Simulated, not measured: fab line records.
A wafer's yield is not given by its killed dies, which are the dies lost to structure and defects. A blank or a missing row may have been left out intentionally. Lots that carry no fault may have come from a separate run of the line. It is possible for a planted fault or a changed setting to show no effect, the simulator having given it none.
fab line records + flow n5_finfet
[record]
- lots = 13
- wafers = 38
- last_day = 18
route steps=1938 shown BEOL_M4@1094 PASSIVATION@1936
lots untouched by any fault: they come from a run of this same line in which no faults occurred
start_h: start of the lot's first displayed wafer, in hours after the record's first day + wait_h: hours from the lot's prior step to this one + " as in the row above + L1.1+2: one row covering several wafers at once + - value missing, or start not given + * or withheld: withheld + < > ~ a bound
route shown NAME@n: names a module that has steps shown in the file, with the first one's number in the route + usual: mean/standard deviation taken from wafers without a fault + same: alike in all rows + chamber/n: place in a boat + sites: the reading at each site + _std_site: standard deviation of those values + _edge_site: the outer-site mean with the inner-site mean subtracted + radius_mm: for every site, how far away it sits from the centre of the wafer + mask NAME#n: copy n + behind: the most recent tool/chamber to have shaped the wafer + hold: why the lot was held/for how many hours/how that ended + device: whichever transistor did not switch (one of n, p or np) + end of line: at the end of the route, the tests of the same wafers + for a step that has no rows: nothing shown but its recipe + killed: at the first sort, the dies lost to defects and structure; wafer yield is something else + map: shows each die of a wafer: x if killed, . if not, _ if none is there
set.NAME: the setting the step ran with; set.NAME@STEP: the setting that earlier step ran with + model.NAME: the simulator's own value behind a step, which no gauge read
route steps across a sampled set of lots; one table per step, one row per wafer
services: from which hour (start_h, from the record's first day; less than 0 if before it) a tool's chamber was out of use, for how many hours, and why
[[steps]]
[step N5_BEOL_M4_SPUTTER_90]
[recipe]
- material = Cu
- target_thk_a = 45
- temp_c = -20
- chamber_pressure_pa = 0.07
- power_w = withheld
- time_s = 8.29
[usual]
- throttle_valve_pct = 30.9/0.73
| lot.wafer | tool           | chamber | start_h | wait_h | throttle_valve_pct |
|-----------|----------------|---------|---------|--------|--------------------|
| L423.1    | pvd_sputter-01 | -       | 166.06  | 0.1    | 31.2               |
| L423.2    | "              | -       | "       | "      | 30.4               |
| L423.3    | "              | -       | "       | "      | 31.5               |
| L424.1    | pvd_sputter-01 | -       | 171.98  | 0.1    | 30.8               |
| L424.3    | "              | -       | "       | "      | 31.7               |
| L424.4    | "              | -       | "       | "      | 31.3               |
| L426.1    | pvd_sputter-02 | -       | 187.14  | 0.1    | 30.3               |
| L426.2    | "              | -       | "       | "      | 32.2               |
| L426.5    | "              | -       | "       | "      | 31.2               |
| L428.1    | pvd_sputter-03 | -       | 190.19  | 0.1    | 30.3               |
| L428.3    | "              | -       | "       | "      | 30.4               |
| L428.5    | "              | -       | "       | "      | 31.1               |
| L427.2    | pvd_sputter-01 | -       | 191.68  | 0.1    | 31.4               |
| L427.4    | "              | -       | "       | "      | 31.8               |
| L427.5    | "              | -       | "       | "      | 30.7               |
| L431.5    | pvd_sputter-01 | -       | 220.32  | 0.0    | 30.8               |
| L431.6    | "              | -       | "       | "      | 30.4               |
| L436.1    | pvd_sputter-03 | -       | 242.11  | 0.1    | 31.3               |
| L436.2    | "              | -       | "       | "      | 30.6               |
| L436.4    | "              | -       | "       | "      | 29.4               |
| L438.3    | pvd_sputter-01 | -       | 253.59  | 0.1    | 30.7               |
| L438.5    | "              | -       | "       | "      | 30.8               |
| L438.6    | "              | -       | "       | "      | 30.8               |
| L439.1    | pvd_sputter-01 | -       | 256.13  | 0.1    | 30.3               |
| L439.4    | "              | -       | "       | "      | 31.9               |
| L439.5    | "              | -       | "       | "      | 31.3               |
| L441.2    | pvd_sputter-01 | -       | 274.84  | 0.1    | 31.9               |
| L441.3    | "              | -       | "       | "      | 30.4               |
| L441.4    | "              | -       | "       | "      | 31.2               |
| L440.4    | pvd_sputter-02 | -       | 280.57  | 0.1    | 31.3               |
| L440.5    | "              | -       | "       | "      | 30.2               |
| L440.6    | "              | -       | "       | "      | 32.1               |
| L444.1    | pvd_sputter-03 | -       | 312.87  | 0.1    | 29.3               |
| L444.5    | "              | -       | "       | "      | 29.4               |
| L444.6    | "              | -       | "       | "      | 30.2               |
| L445.1    | pvd_sputter-02 | -       | 312.95  | 0.1    | 30.2               |
| L445.3    | "              | -       | "       | "      | 32.3               |
| L445.5    | "              | -       | "       | "      | 31.3               |
[step N5_BEOL_M4_SPUTTER_94]
[recipe]
- material = Cu
- target_thk_a = 45
- temp_c = -20
- chamber_pressure_pa = 0.07
- power_w = withheld
- time_s = 8.29
[usual]
- throttle_valve_pct = 30.9/0.74
| lot.wafer | tool           | chamber | start_h | wait_h | throttle_valve_pct |
|-----------|----------------|---------|---------|--------|--------------------|
| L423.1    | pvd_sputter-01 | -       | 166.50  | 0.1    | 31.1               |
| L423.2    | "              | -       | "       | "      | 30.4               |
| L423.3    | "              | -       | "       | "      | 32.1               |
| L424.1    | pvd_sputter-01 | -       | 172.42  | 0.1    | 30.6               |
| L424.3    | "              | -       | "       | "      | 31.9               |
| L424.4    | "              | -       | "       | "      | 31.5               |
| L426.1    | pvd_sputter-02 | -       | 187.58  | 0.1    | 30.1               |
| L426.2    | "              | -       | "       | "      | 32.1               |
| L426.5    | "              | -       | "       | "      | 30.9               |
| L428.1    | pvd_sputter-03 | -       | 190.63  | 0.1    | 30.1               |
| L428.3    | "              | -       | "       | "      | 30.8               |
| L428.5    | "              | -       | "       | "      | 31.3               |
| L427.2    | pvd_sputter-01 | -       | 192.12  | 0.1    | 31.4               |
| L427.4    | "              | -       | "       | "      | 31.6               |
| L427.5    | "              | -       | "       | "      | 30.8               |
| L431.5    | pvd_sputter-01 | -       | 220.76  | 0.0    | 30.7               |
| L431.6    | "              | -       | "       | "      | 30.4               |
| L436.1    | pvd_sputter-03 | -       | 242.55  | 0.1    | 30.9               |
| L436.2    | "              | -       | "       | "      | 30.4               |
| L436.4    | "              | -       | "       | "      | 29.5               |
| L438.3    | pvd_sputter-01 | -       | 254.09  | 0.1    | 30.9               |
| L438.5    | "              | -       | "       | "      | 30.5               |
| L438.6    | "              | -       | "       | "      | 30.6               |
| L439.1    | pvd_sputter-01 | -       | 256.63  | 0.1    | 30.8               |
| L439.4    | "              | -       | "       | "      | 32.0               |
| L439.5    | "              | -       | "       | "      | 31.5               |
| L441.2    | pvd_sputter-01 | -       | 275.28  | 0.1    | 31.9               |
| L441.3    | "              | -       | "       | "      | 30.7               |
| L441.4    | "              | -       | "       | "      | 31.2               |
| L440.4    | pvd_sputter-02 | -       | 281.01  | 0.1    | 31.1               |
| L440.5    | "              | -       | "       | "      | 30.2               |
| L440.6    | "              | -       | "       | "      | 32.0               |
| L444.1    | pvd_sputter-03 | -       | 313.31  | 0.1    | 29.4               |
| L444.5    | "              | -       | "       | "      | 29.5               |
| L444.6    | "              | -       | "       | "      | 30.0               |
| L445.1    | pvd_sputter-02 | -       | 313.39  | 0.1    | 30.0               |
| L445.3    | "              | -       | "       | "      | 32.1               |
| L445.5    | "              | -       | "       | "      | 31.2               |
[step N5_BEOL_M4_CMP_52]
[recipe]
- stop_on = SiOC
- t_overpolish_s = 6.8
- down_force_psi = 1
- platen_rpm = 50
- clearing_platen_down_force_psi = 1.5
- clearing_platen_rpm = 50
- post_cmp_clean = cu_alkaline
- target_thk_nm = 40
- clearing_platen_pad_velocity_m_s = 0.99484
- pad_velocity_m_s = 0.99484
[usual]
- barrier_field_endpoint_s = 24.3/0.6
- motor_current_A = 6.3/0.37
- overpolish_run_s = 6.801/0.0088
- time_to_endpoint_s = 61.0/2.6
[same]
- t_overpolish_s = 6.8
| lot.wafer | tool   | chamber | start_h | wait_h | barrier_field_endpoint_s | motor_current_A | overpolish_run_s | time_to_endpoint_s |
|-----------|--------|---------|---------|--------|--------------------------|-----------------|------------------|--------------------|
| L423.1    | cmp-04 | 1       | 167.25  | 0.3    | 24.8                     | 6.3             | 6.796            | 60.1               |
| L423.2    | "      | 2       | "       | "      | 24.6                     | 6.6             | 6.799            | 63.1               |
| L423.3    | "      | 3       | "       | "      | 25.0                     | 6.2             | 6.799            | 60.7               |
| L424.1    | cmp-02 | 2       | 173.14  | 0.3    | 23.2                     | 6.5             | 6.805            | 60.5               |
| L424.4    | "      | 0       | "       | "      | 24.4                     | 7.1             | 6.808            | 65.2               |
| L424.3    | "      | 1       | "       | "      | 24.4                     | 6.5             | 6.816            | 63.1               |
| L426.1    | cmp-01 | 2       | 188.43  | 0.4    | 23.9                     | 6.3             | 6.790            | 60.3               |
| L426.2    | "      | 3       | "       | "      | 24.8                     | 6.2             | 6.809            | 65.1               |
| L426.5    | "      | 2       | "       | "      | 25.2                     | 6.1             | 6.807            | 62.1               |
| L428.1    | cmp-04 | 1       | 191.34  | 0.3    | 23.8                     | 6.2             | 6.797            | 61.3               |
| L428.3    | "      | 0       | "       | "      | 24.1                     | 5.9             | 6.803            | 63.8               |
| L428.5    | "      | 2       | "       | "      | 24.7                     | 6.3             | 6.809            | 60.5               |
| L427.4    | cmp-04 | 2       | 193.06  | 0.2    | 23.9                     | 6.1             | 6.804            | 64.5               |
| L427.2    | "      | 3       | "       | "      | 23.9                     | 5.9             | 6.804            | 60.6               |
| L427.5    | "      | 1       | "       | "      | 23.5                     | 6.2             | 6.805            | 57.7               |
| L431.6    | cmp-04 | 1       | 221.59  | 0.2    | 23.7                     | 6.1             | 6.781            | 57.3               |
| L431.5    | "      | 2       | "       | "      | 13.4                     | 6.1             | 6.815            | 34.4               |
| L436.4    | cmp-01 | 3       | 243.27  | 0.1    | 23.8                     | 6.1             | 6.811            | 60.5               |
| L436.2    | "      | 0       | "       | "      | 23.9                     | 6.9             | 6.805            | 61.4               |
| L436.1    | "      | 1       | "       | "      | 23.5                     | 6.5             | 6.777            | 59.0               |
| L438.3    | cmp-02 | 0       | 255.07  | 0.3    | 24.1                     | 7.0             | 6.811            | 63.6               |
| L438.5    | "      | 1       | "       | "      | 24.6                     | 6.4             | 6.800            | 62.4               |
| L438.6    | "      | 2       | "       | "      | 24.5                     | 6.3             | 6.806            | 63.4               |
| L439.1    | cmp-01 | 0       | 257.38  | 0.3    | 24.1                     | 6.7             | 6.792            | 58.9               |
| L439.4    | "      | 2       | "       | "      | 24.3                     | 6.4             | 6.789            | 58.0               |
| L439.5    | "      | 1       | "       | "      | 25.0                     | 6.1             | 6.808            | 60.7               |
| L441.4    | cmp-02 | 1       | 276.17  | 0.1    | 24.2                     | 6.5             | 6.790            | 62.6               |
| L441.3    | "      | 3       | "       | "      | 23.5                     | 6.0             | 6.807            | 58.3               |
| L441.2    | "      | 0       | "       | "      | 23.8                     | 7.0             | 6.795            | 61.0               |
| L440.4    | cmp-01 | 2       | 282.16  | 0.2    | 24.1                     | 6.4             | 6.802            | 56.9               |
| L440.6    | "      | 0       | "       | "      | 24.6                     | 6.8             | 6.796            | 59.5               |
| L440.5    | "      | 1       | "       | "      | 24.6                     | 6.0             | 6.798            | 61.3               |
| L444.1    | cmp-01 | 0       | 314.03  | 0.3    | 24.7                     | 6.5             | 6.792            | 64.5               |
| L444.5    | "      | 0       | "       | "      | 24.9                     | 7.0             | 6.788            | 63.3               |
| L444.6    | "      | 1       | "       | "      | 25.1                     | 6.2             | 6.800            | 66.5               |
| L445.1    | cmp-04 | 1       | 314.13  | 0.3    | 24.8                     | 5.9             | 6.810            | 64.5               |
| L445.3    | "      | 3       | "       | "      | 24.5                     | 6.2             | 6.797            | 66.1               |
| L445.5    | "      | 1       | "       | "      | 24.8                     | 5.9             | 6.803            | 63.2               |
[step N5_PASSIVATION_PROBE_49]
[usual]
- defect_limited_yield = 91.4/1.5
- killed_at_M0_to_M3 = 31/11
- killed_at_M4_up = 13/5.5
- killed_at_contacts = 13/6.3
- killed_at_front_end = 40/13
- killed_at_other = 3.3/2.6
- killed_dies = 101/18
- killed_open = 67/13
- killed_short = 33/7.9
- sort_bin_5_function = 5.1/1
- sort_bin_6_memory = 3.2/0.68
- sort_n_pass = 1079/18
- sort_yield_pct = 91.4/1.5
[same]
- gross_dies = 1180
- killed_at_back_side = 0
- sort_bin_4_leakage[%] = 0
- sort_bin_8_speed[%] = 0
| lot.wafer | tool      | chamber | start_h | wait_h | defect_limited_yield[%] | killed_at_M0_to_M3 | killed_at_M4_up | killed_at_contacts | killed_at_front_end | killed_at_other | killed_dies | killed_open | killed_short | sort_bin_5_function[%] | sort_bin_6_memory[%] | sort_n_pass | sort_yield_pct[%] |
|-----------|-----------|---------|---------|--------|-------------------------|--------------------|-----------------|--------------------|---------------------|-----------------|-------------|-------------|--------------|------------------------|----------------------|-------------|-------------------|
| L431.5    | prober-02 | -       | 323.81  | 0.3    | 90.7                    | 27                 | 16              | 14                 | 51                  | 2               | 110         | 72          | 38           | 5.8                    | 3.3                  | 1070        | 90.7              |
| L431.6    | prober-02 | -       | 323.86  | 0.3    | 92.8                    | 21                 | 7               | 14                 | 43                  | 0               | 85          | 49          | 35           | 4.2                    | 2.8                  | 1095        | 92.8              |
| L441.2    | prober-02 | -       | 370.08  | 0.1    | 92.5                    | 18                 | 24              | 21                 | 26                  | 0               | 89          | 60          | 28           | 4.9                    | 2.5                  | 1091        | 92.5              |
| L441.3    | prober-02 | -       | 370.13  | 0.1    | 93.4                    | 19                 | 17              | 6                  | 32                  | 4               | 78          | 52          | 25           | 3.6                    | 2.8                  | 1102        | 93.4              |
| L441.4    | prober-02 | -       | 370.18  | 0.2    | 92.4                    | 25                 | 10              | 9                  | 45                  | 1               | 90          | 61          | 27           | 4.3                    | 3.0                  | 1090        | 92.4              |
// killed by level:class
L431.5 MOL_CONTACT_COAG:geometric_particle:open=11 DUMMY_GATE:geometric_particle:open=10 STI_FIN_REVEAL:geometric_particle:open=8 FIN_SAQP:geometric_particle:short=7 GATE_CUT:geometric_particle:short=7 BEOL_M2:geometric_particle:open=7 BEOL_M0_SAQP:geometric_particle:open=6 BEOL_M0_SAQP:geometric_particle:short=6
L431.6 STI_FIN_REVEAL:geometric_particle:open=11 MOL_CONTACT_COAG:geometric_particle:open=11 BEOL_M2:geometric_particle:open=10 GATE_CUT:geometric_particle:short=6 FIN_SAQP:geometric_particle:short=5 DUMMY_GATE:geometric_particle:open=5 STARTING-WAFER:geometric_particle:short=4 MOL_CONTACT_COAG:geometric_particle:short=3
L441.2 BEOL_M4:geometric_particle:open=15 MOL_CONTACT_COAG:geometric_particle:open=11 MOL_CONTACT_COAG:geometric_particle:short=10 BEOL_M2:geometric_particle:open=9 FIN_SAQP:geometric_particle:open=6 FIN_SAQP:geometric_particle:short=4 STI_FIN_REVEAL:geometric_particle:open=3 GATE_CUT:geometric_particle:short=3
L441.3 FIN_SAQP:geometric_particle:open=10 BEOL_M0_SAQP:geometric_particle:open=7 BEOL_M4:geometric_particle:open=7 FIN_SAQP:geometric_particle:short=5 STI_FIN_REVEAL:geometric_particle:open=5 BEOL_M0_SAQP:geometric_particle:short=5 BEOL_M2:geometric_particle:open=4 MOL_CONTACT_COAG:geometric_particle:open=3
L441.4 FIN_SAQP:geometric_particle:open=14 STI_FIN_REVEAL:geometric_particle:open=13 MOL_CONTACT_COAG:geometric_particle:open=8 BEOL_M2:geometric_particle:open=7 BEOL_M0_SAQP:geometric_particle:short=6 FIN_SAQP:geometric_particle:short=5 GATE_CUT:geometric_particle:short=5 BEOL_M0:geometric_particle:open=4
[[services]]
| tool   | chamber | start_h | hours | kind                           |
|--------|---------|---------|-------|--------------------------------|
| cmp-01 | -       | 165.72  | 20.0  | pm                             |
| cmp-02 | -       | 183.50  | 0.6   | repair                         |
| cmp-01 | -       | 191.11  | 0.3   | repair                         |
| cmp-04 | -       | 229.25  | 4.0   | pm                             |
| cmp-04 | -       | 233.25  | -     | consumable_replace:conditioner |
| cmp-04 | -       | 233.25  | -     | consumable_replace:pad         |
| cmp-01 | -       | 240.50  | 0.6   | repair                         |
| cmp-04 | -       | 265.45  | 1.7   | repair                         |
| cmp-01 | -       | 279.26  | 2.2   | repair                         |
[[key]]
[first_sign]
- step = N5_BEOL_M4_CMP_52
- reading = barrier_field_endpoint_s
- direction = down
- sigmas = 18
- usual = 24.3
- struck = 13.4
[effect]
- step = N5_BEOL_M4_CMP_52
- reading = time_to_endpoint_s
- direction = down
- sigmas = 10
- usual = *
- struck = *
met_at N5_BEOL_M4_CMP_52
struck_lots L431
struck_wafers L431.5
not_acting_at N5_BEOL_M4_SPUTTER_90,N5_BEOL_M4_SPUTTER_94
onset_between 193.06 221.59
[fault]
- kind = process_parameter_drift
- tool = cmp-04
- chamber = -
- onset_h = 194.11
- steps = N5_BEOL_M4_CMP_52
- channel = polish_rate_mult
- offset = 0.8
- shape = step
- end_h = 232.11
- scope = struck_wafers_only
